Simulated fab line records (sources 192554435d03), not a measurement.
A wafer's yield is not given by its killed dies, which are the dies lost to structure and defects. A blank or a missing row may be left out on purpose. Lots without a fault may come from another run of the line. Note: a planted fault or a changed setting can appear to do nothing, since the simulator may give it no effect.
fab line records + flow n5-finfet
record
- lots=6
- wafers=18
- last-day=16
route steps=1938 shown BEOL_M5@1174
lots untouched by any fault: they come from a run of this same line in which no faults occurred
start-h: hours from the record's opening day to when the first of the lot's shown wafers began + wait-h: how many hours have passed since the lot's step before this one + " as in the row above + L1.1+2: several wafers, shown together as one row + - no value, or no start given + * or withheld: withheld + < > ~ a bound
route shown NAME@n: NAME is a module with steps in the file, n the number in the route of the first one + usual: mean/standard deviation taken from wafers without a fault + same: alike in all rows + chamber/n: place in a boat + sites: each site's reading + _std_site: how widely they spread, as a standard deviation + _edge_site: inner sites' mean taken away from outer sites' mean + radius-mm: how far each site lies from the wafer's centre + mask NAME#n: copy n + behind: the tool/chamber that last shaped the wafer + hold: why the lot was held/for how many hours/how that ended + device: the transistor (n, p or np) that didn't switch + end of line: the same wafers' tests at the end of the route + a step without rows: its recipe alone + killed: dies that structure and defects cost at the first sort, which is not the same as the wafer's yield + map: shows each die of a wafer: x if killed, . if not, _ if none is there
set.NAME: the setting the step ran with; set.NAME@STEP: the setting that earlier step ran with + model.NAME: the simulator's own value behind a step, which no gauge read
lots at selected steps of the route; one table per step, one row per wafer
services: from which hour (start-h, from the record's first day; less than 0 if before it) a tool's chamber was out of use, for how many hours, and why
## steps
# step N5_BEOL_M5_CVD_47
# recipe
- material=Co
- target-thk-a=30
- temp-c=withheld
- precursor=CCTBA/H2
- pressure-torr=30
- time-s=216
# step N5_BEOL_M5_SPUTTER_48
# recipe
- material=Cu
- target-thk-a=150
- temp-c=-20
- chamber-pressure-pa=0.07
- power-w=withheld
- time-s=27.62
# step N5_BEOL_M5_ANNEAL_49
# recipe
- temp-c=400
- time-s=1800
- ambient=vacuum
# usual
- heater-power-w=832/67
| lot.wafer | tool           | chamber | start-h | wait-h | heater-power-w |
|-----------|----------------|---------|---------|--------|----------------|
| L586.1    | pvd-sputter-02 | -       | 184.75  | 0.0    | 835            |
| L586.3    | "              | -       | "       | "      | 835            |
| L586.4    | "              | -       | "       | "      | 793            |
| L589.2    | pvd-sputter-01 | -       | 209.64  | 0.0    | 773            |
| L589.5    | "              | -       | "       | "      | 970            |
| L589.6    | "              | -       | "       | "      | 769            |
| L591.1    | pvd-sputter-02 | -       | 215.65  | 0.0    | 941            |
| L591.3    | "              | -       | "       | "      | 852            |
| L591.5    | "              | -       | "       | "      | 815            |
| L590.2    | pvd-sputter-03 | -       | 216.56  | 0.0    | 802            |
| L590.4    | "              | -       | "       | "      | 882            |
| L590.6    | "              | -       | "       | "      | 802            |
| L597.1    | pvd-sputter-03 | -       | 253.40  | 0.0    | 828            |
| L597.4    | "              | -       | "       | "      | 873            |
| L597.6    | "              | -       | "       | "      | 788            |
| L602.1    | pvd-sputter-03 | -       | 296.50  | 0.0    | 813            |
| L602.3    | "              | -       | "       | "      | 777            |
| L602.4    | "              | -       | "       | "      | 854            |
# step N5_BEOL_M5_SPUTTER_81
# recipe
- material=Cu
- target-thk-a=150
- temp-c=-20
- chamber-pressure-pa=0.07
- power-w=withheld
- time-s=27.62
# step N5_BEOL_M5_ANNEAL_82
# recipe
- temp-c=400
- time-s=1800
- ambient=vacuum
# usual
- heater-power-w=831/65
| lot.wafer | tool           | chamber | start-h | wait-h | heater-power-w |
|-----------|----------------|---------|---------|--------|----------------|
| L586.1    | pvd-sputter-02 | -       | 185.83  | 0.0    | 839            |
| L586.3    | "              | -       | "       | "      | 824            |
| L586.4    | "              | -       | "       | "      | 790            |
| L589.2    | pvd-sputter-01 | -       | 210.72  | 0.0    | 779            |
| L589.5    | "              | -       | "       | "      | 964            |
| L589.6    | "              | -       | "       | "      | 772            |
| L591.1    | pvd-sputter-02 | -       | 216.74  | 0.0    | 891            |
| L591.3    | "              | -       | "       | "      | 803            |
| L591.5    | "              | -       | "       | "      | 806            |
| L590.2    | pvd-sputter-03 | -       | 217.65  | 0.0    | 794            |
| L590.4    | "              | -       | "       | "      | 872            |
| L590.6    | "              | -       | "       | "      | 790            |
| L597.1    | pvd-sputter-03 | -       | 254.49  | 0.0    | 819            |
| L597.4    | "              | -       | "       | "      | 882            |
| L597.6    | "              | -       | "       | "      | 808            |
| L602.1    | pvd-sputter-03 | -       | 297.59  | 0.0    | 811            |
| L602.3    | "              | -       | "       | "      | 777            |
| L602.4    | "              | -       | "       | "      | 857            |
# step N5_BEOL_M5_SPUTTER_83
# recipe
- material=Cu
- target-thk-a=150
- temp-c=-20
- chamber-pressure-pa=0.07
- power-w=withheld
- time-s=27.62
# step N5_BEOL_M5_ANNEAL_84
# recipe
- temp-c=400
- time-s=1800
- ambient=vacuum
# usual
- heater-power-w=835/66
| lot.wafer | tool           | chamber | start-h | wait-h | heater-power-w |
|-----------|----------------|---------|---------|--------|----------------|
| L586.1    | pvd-sputter-02 | -       | 186.92  | 0.0    | 828            |
| L586.3    | "              | -       | "       | "      | 819            |
| L586.4    | "              | -       | "       | "      | 777            |
| L589.2    | pvd-sputter-01 | -       | 211.81  | 0.0    | 781            |
| L589.5    | "              | -       | "       | "      | 976            |
| L589.6    | "              | -       | "       | "      | 770            |
| L591.1    | pvd-sputter-02 | -       | 217.82  | 0.0    | 918            |
| L591.3    | "              | -       | "       | "      | 860            |
| L591.5    | "              | -       | "       | "      | 815            |
| L590.2    | pvd-sputter-03 | -       | 218.73  | 0.0    | 794            |
| L590.4    | "              | -       | "       | "      | 895            |
| L590.6    | "              | -       | "       | "      | 805            |
| L597.1    | pvd-sputter-03 | -       | 255.57  | 0.0    | 816            |
| L597.4    | "              | -       | "       | "      | 839            |
| L597.6    | "              | -       | "       | "      | 812            |
| L602.1    | pvd-sputter-03 | -       | 298.68  | 0.0    | 817            |
| L602.3    | "              | -       | "       | "      | 786            |
| L602.4    | "              | -       | "       | "      | 877            |
# step N5_BEOL_M5_SPUTTER_88
# recipe
- material=Cu
- target-thk-a=150
- temp-c=-20
- chamber-pressure-pa=0.07
- power-w=withheld
- time-s=27.62
# step N5_BEOL_M5_ANNEAL_89
# recipe
- temp-c=400
- time-s=1800
- ambient=vacuum
# usual
- heater-power-w=833/65
| lot.wafer | tool           | chamber | start-h | wait-h | heater-power-w |
|-----------|----------------|---------|---------|--------|----------------|
| L586.1    | pvd-sputter-02 | -       | 188.01  | 0.0    | 850            |
| L586.3    | "              | -       | "       | "      | 795            |
| L586.4    | "              | -       | "       | "      | 785            |
| L589.2    | pvd-sputter-01 | -       | 213.44  | 0.0    | 779            |
| L589.5    | "              | -       | "       | "      | 960            |
| L589.6    | "              | -       | "       | "      | 803            |
| L591.1    | pvd-sputter-02 | -       | 218.91  | 0.0    | 936            |
| L591.3    | "              | -       | "       | "      | 831            |
| L591.5    | "              | -       | "       | "      | 817            |
| L590.2    | pvd-sputter-03 | -       | 219.82  | 0.0    | 812            |
| L590.4    | "              | -       | "       | "      | 870            |
| L590.6    | "              | -       | "       | "      | 808            |
| L597.1    | pvd-sputter-03 | -       | 256.66  | 0.0    | 820            |
| L597.4    | "              | -       | "       | "      | 880            |
| L597.6    | "              | -       | "       | "      | 812            |
| L602.1    | pvd-sputter-03 | -       | 299.76  | 0.0    | 819            |
| L602.3    | "              | -       | "       | "      | 780            |
| L602.4    | "              | -       | "       | "      | 878            |
# step N5_BEOL_M5_SPUTTER_90
# recipe
- material=Cu
- target-thk-a=45
- temp-c=-20
- chamber-pressure-pa=0.07
- power-w=withheld
- time-s=8.29
# step N5_BEOL_M5_ECD_50
# recipe
- material=Cu
- target-thk-a=3000
# step N5_BEOL_M5_ANNEAL_51
# recipe
- temp-c=225
- time-s=90
- ambient=N2
# usual
- anneal-temp-c-max=225.73/0.21
- wafer_temp_C_max=226.06/0.23
| lot.wafer | tool          | chamber | start-h | wait-h | anneal-temp-c-max | wafer_temp_C_max |
|-----------|---------------|---------|---------|--------|-------------------|------------------|
| L586.1    | rtp-anneal-02 | 0       | 189.22  | 0.1    | 225.76            | 225.91           |
| L586.3    | "             | 0       | "       | "      | 226.12            | 226.30           |
| L586.4    | "             | 0       | "       | "      | 225.82            | 225.76           |
| L589.2    | rtp-anneal-01 | 0       | 214.72  | 0.1    | 225.61            | 226.21           |
| L589.5    | "             | 0       | "       | "      | 225.86            | 226.12           |
| L589.6    | "             | 0       | "       | "      | 225.78            | 226.07           |
| L591.1    | rtp-anneal-02 | 0       | 220.12  | 0.1    | 225.70            | 226.02           |
| L591.3    | "             | 0       | "       | "      | 225.44            | 226.18           |
| L591.5    | "             | 0       | "       | "      | 225.87            | 226.01           |
| L590.2    | rtp-anneal-02 | 0       | 221.07  | 0.1    | 226.12            | 225.99           |
| L590.4    | "             | 0       | "       | "      | 225.83            | 225.85           |
| L590.6    | "             | 0       | "       | "      | 226.03            | 226.16           |
| L597.1    | rtp-anneal-02 | 0       | 257.87  | 0.1    | 225.75            | 225.88           |
| L597.4    | "             | 0       | "       | "      | 225.60            | 225.64           |
| L597.6    | "             | 0       | "       | "      | 225.86            | 226.68           |
| L602.1    | rtp-anneal-01 | 0       | 301.00  | 0.1    | 225.60            | 225.56           |
| L602.3    | "             | 0       | "       | "      | 225.76            | 226.13           |
| L602.4    | "             | 0       | "       | "      | 225.84            | 225.45           |
# step N5_BEOL_M5_CMP_52
# recipe
- stop-on=SiCOH_lowk
- t-overpolish-s=6.9
- down-force-psi=1
- platen-rpm=50
- clearing-platen-down-force-psi=1.5
- clearing-platen-rpm=50
- post-cmp-clean=cu-alkaline
- target-thk-nm=62
- clearing-platen-pad-velocity-m-s=0.99484
- pad-velocity-m-s=0.99484
# usual
- barrier-field-endpoint-s=24.6/0.57
- motor-current-A=5.9/0.51
- overpolish-run-s=6.900/0.0096
- platen-rpm=50.00/0.037
- time-to-endpoint-s=61.7/2.8
| lot.wafer | tool   | chamber | start-h | wait-h | barrier-field-endpoint-s | motor-current-A | overpolish-run-s | platen-rpm | time-to-endpoint-s |
|-----------|--------|---------|---------|--------|--------------------------|-----------------|------------------|------------|--------------------|
| L586.4    | cmp-01 | 1       | 189.51  | 0.1    | 24.7                     | 7.2             | 6.893            | 50.03      | 62.6               |
| L586.3    | "      | 3       | "       | "      | 24.4                     | 5.7             | 6.902            | 50.02      | 63.2               |
| L586.1    | "      | 0       | "       | "      | 24.9                     | 6.4             | 6.897            | 49.92      | 63.8               |
| L589.2    | cmp-02 | 1       | 215.05  | 0.3    | 24.1                     | 6.0             | 6.892            | 51.96      | 59.7               |
| L589.6    | "      | 3       | "       | "      | 24.0                     | 5.2             | 6.899            | 51.98      | 62.2               |
| L589.5    | "      | 0       | "       | "      | 24.1                     | 5.2             | 6.884            | 52.05      | 59.6               |
| L591.1    | cmp-02 | 0       | 220.59  | 0.4    | 23.4                     | 5.2             | 6.888            | 51.94      | 59.6               |
| L591.3    | "      | 3       | "       | "      | 23.1                     | 5.1             | 6.905            | 51.99      | 57.1               |
| L591.5    | "      | 1       | "       | "      | 23.1                     | 6.2             | 6.886            | 51.96      | 56.7               |
| L590.4    | cmp-03 | 1       | 221.36  | 0.2    | 26.2                     | 6.2             | 6.903            | 49.98      | 64.4               |
| L590.2    | "      | 2       | "       | "      | 25.0                     | 6.4             | 6.890            | 49.98      | 65.9               |
| L590.6    | "      | 1       | "       | "      | 25.5                     | 6.4             | 6.905            | 49.92      | 64.5               |
| L597.4    | cmp-03 | 2       | 258.17  | 0.1    | 25.3                     | 6.2             | 6.885            | 50.02      | 63.2               |
| L597.1    | "      | 0       | "       | "      | 24.2                     | 5.8             | 6.917            | 50.06      | 61.1               |
| L597.6    | "      | 2       | "       | "      | 24.8                     | 6.5             | 6.886            | 49.99      | 63.4               |
| L602.1    | cmp-02 | 0       | 301.30  | 0.3    | 24.8                     | 5.3             | 6.901            | 49.99      | 62.8               |
| L602.3    | "      | 1       | "       | "      | 24.0                     | 6.1             | 6.924            | 50.06      | 60.5               |
| L602.4    | "      | 3       | "       | "      | 24.8                     | 5.0             | 6.901            | 50.00      | 62.0               |
## services
| tool   | chamber | start-h | hours | kind                           |
|--------|---------|---------|-------|--------------------------------|
| cmp-02 | -       | 179.48  | 2.3   | repair                         |
| cmp-03 | -       | 219.00  | 2.2   | repair                         |
| cmp-01 | -       | 221.34  | 4.7   | pm                             |
| cmp-02 | -       | 240.06  | 4.0   | pm                             |
| cmp-02 | -       | 244.06  | -     | consumable-replace:conditioner |
| cmp-02 | -       | 244.06  | -     | consumable-replace:pad         |
| cmp-03 | -       | 299.53  | 7.0   | pm                             |
## key
first-sign
- step=N5_BEOL_M5_CMP_52
- reading=platen-rpm
- direction=up
- sigmas=54
- usual=50.00
- struck=51.98
effect
- step=N5_BEOL_M5_CMP_52
- reading=barrier-field-endpoint-s
- direction=down
- sigmas=1.6
- usual=24.6
- struck=23.7
met-at N5_BEOL_M5_CMP_52
struck-wafers L589.2,L589.5,L589.6,L591.1,L591.3,L591.5
fault
- kind=process-parameter-drift
- tool=cmp-02
- chamber=-
- onset-h=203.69
- steps=N5_BEOL_M5_CMP_52
- channel=platen-rpm
- offset=2
- shape=step
- end-h=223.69
- acts-in=these-recipes-only
- stated=50
